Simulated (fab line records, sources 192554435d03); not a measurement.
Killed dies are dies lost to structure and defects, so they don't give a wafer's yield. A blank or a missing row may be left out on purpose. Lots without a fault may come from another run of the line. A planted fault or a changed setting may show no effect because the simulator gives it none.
One fault seen from 2 desks | flow n5_finfet | each desk has only its own numbers; what lay behind them comes last

THE TOOL OWNER'S DESK: rie_diel-01
The tool's own readings at N5_BEOL_M2_ETCH_69 (etches SiARC in CF4, target depth 15.6 nm, time 26 s): means of the sampled wafers that have a number, for each lot that ran on this tool. A lot is out of limits, marked OUT, if its mean lies more than 4 standard deviations from the usual mean; the brackets give that distance.
Columns: A = drypump_motor_current_A at N5_BEOL_M2_ETCH_69, usual 5.48 A; B = etch_rf_on_time_s at N5_BEOL_M2_ETCH_69, usual 26.0 s; C = oes_product_au at N5_BEOL_M2_ETCH_69, usual 0.66 a.u.; D = rf_vpp_V at N5_BEOL_M2_ETCH_69, usual 183.9 V; E = showerhead_plenum_p_Torr at N5_BEOL_M2_ETCH_69, usual 2.12 Torr; F = throttle_valve_pct at N5_BEOL_M2_ETCH_69, usual 15.54 %
lot  | first seen here | A    | B               | C    | D     | E    | F
L310 | day 7 04:49     | 5.73 | 26.6            | 0.61 | 183.1 | 2.04 | 15.69
L312 | day 7 10:44     | 5.42 | 26.4            | 0.66 | 183.5 | 2.11 | 15.50
L316 | day 8 09:14     | 5.54 | 28.0            | 0.58 | 183.4 | 2.09 | 15.61
L317 | day 8 21:46     | 5.41 | 29.7 (+4.5) OUT | 0.61 | 183.9 | 2.10 | 15.53
L321 | day 9 12:51     | 5.54 | 30.1 (+5.0) OUT | 0.55 | 183.0 | 2.09 | 15.62
L329 | day 12 00:46    | 5.63 | 27.0            | 0.60 | 182.9 | 2.09 | 15.76
L332 | day 12 06:48    | 5.45 | 27.0            | 0.63 | 183.9 | 2.10 | 15.64
This desk's finding: out of limits on L317, L321; first on L317, day 8 21:46 (etch_rf_on_time_s at N5_BEOL_M2_ETCH_69). In limits: L310, L312, L316, L329, L332.

THE METROLOGY DESK
What the gauges read, lot by lot, whatever tool the lot ran on: means of the sampled wafers that have a number. A lot is out of limits, marked OUT, if its mean lies more than 4 standard deviations from the usual mean; the brackets give that distance. Of its 10 readings 7 are shown: those that lie furthest out on some lot.
Columns: A = DIBL_N at N5_BEOL_M4_RC_MEAS_101, usual 36.8 mV/V; B = IOFF_N at N5_BEOL_M4_RC_MEAS_101, usual 0.17 nA/um; C = IOFF_P at N5_BEOL_M4_RC_MEAS_101, usual 0.22 nA/um; D = ION_N at N5_BEOL_M4_RC_MEAS_101, usual 675 uA/um; E = ION_P at N5_BEOL_M4_RC_MEAS_101, usual 463 uA/um; F = VT_N at N5_BEOL_M4_RC_MEAS_101, usual 249 mV; G = VT_P at N5_BEOL_M4_RC_MEAS_101, usual -250 mV
lot  | first seen here | A    | B    | C    | D   | E   | F   | G
L310 | day 8 08:25     | 36.8 | 0.15 | 0.19 | 664 | 454 | 251 | -255
L312 | day 9 03:04     | 37.3 | 0.18 | 0.25 | 678 | 466 | 246 | -247
L317 | day 10 15:36    | 37.8 | 0.19 | 0.25 | 667 | 461 | 249 | -248
L316 | day 10 21:26    | 35.7 | 0.15 | 0.19 | 659 | 455 | 251 | -252
L321 | day 11 05:40    | 36.5 | 0.15 | 0.21 | 674 | 464 | 250 | -249
L324 | day 12 23:21    | 38.2 | 0.23 | 0.28 | 677 | 470 | 247 | -245
L329 | day 14 21:08    | 38.5 | 0.22 | 0.24 | 707 | 477 | 244 | -249
L332 | day 15 01:47    | 39.0 | 0.21 | 0.25 | 688 | 469 | 245 | -248
This desk's finding: nothing out of limits on any of the 8 lots.

PUT TOGETHER
The tool owner's desk could have raised an alarm at day 8 21:46, on L317, L321.
The metrology desk saw nothing out of limits.
The metrology desk has L317, L321 on record, within its limits.
Of the lots named, all ran N5_BEOL_M2_ETCH_69 on rie_diel-01.

WHAT THE SIMULATOR HAD PUT IN
Process parameter drift: rie_diel-01, from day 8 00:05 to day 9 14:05, at N5_BEOL_M2_ETCH_69. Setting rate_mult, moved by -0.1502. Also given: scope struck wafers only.
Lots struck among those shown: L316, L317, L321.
Hours from the fault's start to each desk's first reading out of limits: the tool owner's desk, 22.
